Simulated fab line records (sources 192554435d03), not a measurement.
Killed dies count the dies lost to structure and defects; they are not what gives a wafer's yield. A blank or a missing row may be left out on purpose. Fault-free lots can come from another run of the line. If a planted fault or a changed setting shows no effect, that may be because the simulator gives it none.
Chamber matching :: flow n5Finfet :: N5_HKMG_FIN_ALD_91 on aldMetal-04 has 4 sister chambers
The step deposits TiN, target thk 1 nm, pulse time 1 s, purge time 3 s. 8 wafers are shown with their chamber, then 9 later ones without.

EACH WAFER AND ITS CHAMBER
wafer: L079.2
chamber: 2
heaterPowerW (W): 877
precursorPulseHeightRel: 1.022

wafer: L079.3
chamber: 1
heaterPowerW (W): 830
precursorPulseHeightRel: 1.012

wafer: L081.1
chamber: 3
heaterPowerW (W): 788
precursorPulseHeightRel: 0.973

wafer: L081.4
chamber: 0
heaterPowerW (W): 896
precursorPulseHeightRel: 1.026

wafer: L081.6
chamber: 2
heaterPowerW (W): 889
precursorPulseHeightRel: 0.987

wafer: L083.3
chamber: 3
heaterPowerW (W): 788
precursorPulseHeightRel: 1.048

wafer: L083.4
chamber: 1
heaterPowerW (W): 857
precursorPulseHeightRel: 0.996

wafer: L083.5
chamber: 0
heaterPowerW (W): 902
precursorPulseHeightRel: 0.988

WAFERS WITH NO CHAMBER GIVEN
wafer: L086.2
heaterPowerW (W): 879
precursorPulseHeightRel: 0.974

wafer: L086.3
heaterPowerW (W): 891
precursorPulseHeightRel: 0.981

wafer: L086.6
heaterPowerW (W): 789
precursorPulseHeightRel: 1.012

wafer: L093.1
heaterPowerW (W): 754
precursorPulseHeightRel: 0.976

wafer: L093.2
heaterPowerW (W): 878
precursorPulseHeightRel: 1.013

wafer: L093.5
heaterPowerW (W): 924
precursorPulseHeightRel: 0.997

wafer: L097.2
heaterPowerW (W): 790
precursorPulseHeightRel: 0.962

wafer: L097.4
heaterPowerW (W): 880
precursorPulseHeightRel: 0.984

wafer: L097.5
heaterPowerW (W): 921
precursorPulseHeightRel: 0.997

EACH ONE'S CHAMBER
wafer: L086.2
from the rows above: can't be placed: 2 or 0
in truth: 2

wafer: L086.3
from the rows above: can't be placed: 2 or 0
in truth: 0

wafer: L086.6
from the rows above: 3
in truth: 3

wafer: L093.1
from the rows above: 3
in truth: 3

wafer: L093.2
from the rows above: can't be placed: 2 or 0
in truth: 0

wafer: L093.5
from the rows above: can't be placed: 0 or 2
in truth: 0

wafer: L097.2
from the rows above: 3
in truth: 3

wafer: L097.4
from the rows above: can't be placed: 2 or 0
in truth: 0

wafer: L097.5
from the rows above: can't be placed: 0 or 2
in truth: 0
3 of 9 placed correctly. From these rows, 6 cannot be placed; in 6 the true chamber is one of the candidates. Placed wrongly: 0.
How it was worked out, from the rows above alone: a wafer's distance from a chamber is the root of the sum, over the readings, of the square of ((its reading less the chamber's mean) divided by the reading's scatter). The wafer belongs to the nearest chamber; if the next one is less than 2 further off, it can't be placed. The mean given for a chamber averages the wafers shown for that chamber. The scatter is the square root of a quotient: the sum, over the shown wafers, of each reading's squared deviation from its chamber's mean, divided by wafers minus chambers.
